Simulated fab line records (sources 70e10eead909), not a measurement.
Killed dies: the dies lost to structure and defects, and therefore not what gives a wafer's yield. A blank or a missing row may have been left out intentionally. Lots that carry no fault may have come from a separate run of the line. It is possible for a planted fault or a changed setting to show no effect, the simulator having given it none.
Matching of chambers ; flow nand-harc ; NHARC_A_CONTACT_DEP_58 on pecvd-01 has 3 sister chambers
The step deposits SiON, target thk 60 nm. 14 wafers are shown with their chamber, then 7 later ones without.

## WAFERS WITH THEIR CHAMBER
wafer;chamber;heater-power-w (W);heater-power-outer-w (W)
L077.3;2;705;470
L077.4;1;764;451
L077.6;2;726;476
L076.2;0;865;506
L076.4;0;873;505
L076.6;1;774;457
L079.2;2;777;518
L079.3;0;786;447
L079.4;1;696;388
L084.3;2;736;492
L084.4;1;711;418
L084.6;0;938;529
L085.1;2;839;545
L085.2;0;958;542

SIGNATURES (averages over the wafers above)
reading;chamber 0;chamber 1;chamber 2;scatter within a chamber
heater-power-w;884.00;736.25;756.60;55.7
heater-power-outer-w;505.80;428.50;500.20;33.4
Rule: for a wafer and a chamber, the distance is found by dividing, reading by reading, the gap between the wafer's reading and the chamber's mean by the reading's scatter, squaring, summing and taking the root. The wafer belongs to the nearest chamber; if the next one is less than 2 further off, it can't be placed. The scatter is the square root of a quotient: the sum, over the shown wafers, of each reading's squared deviation from its chamber's mean, divided by wafers minus chambers.

## WAFERS WITH NO CHAMBER GIVEN
wafer;heater-power-w (W);heater-power-outer-w (W)
L085.4;835;571
L088.2;806;548
L088.4;812;562
L088.5;882;498
L096.2;723;432
L096.5;722;430
L096.6;915;535

## CHAMBER TAKEN BY EACH
wafer;from the rows above;in truth
L085.4;can't be placed: 0 or 2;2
L088.2;can't be placed: 2 or 0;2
L088.4;can't be placed: 2 or 0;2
L088.5;0;0
L096.2;can't be placed: 1 or 2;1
L096.5;can't be placed: 1 or 2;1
L096.6;can't be placed: 0 or 2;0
Placed correctly: 1 of 7. Cannot be placed on the basis of these rows: 6; the candidates contain the true chamber in 6. Number placed wrongly: 0.
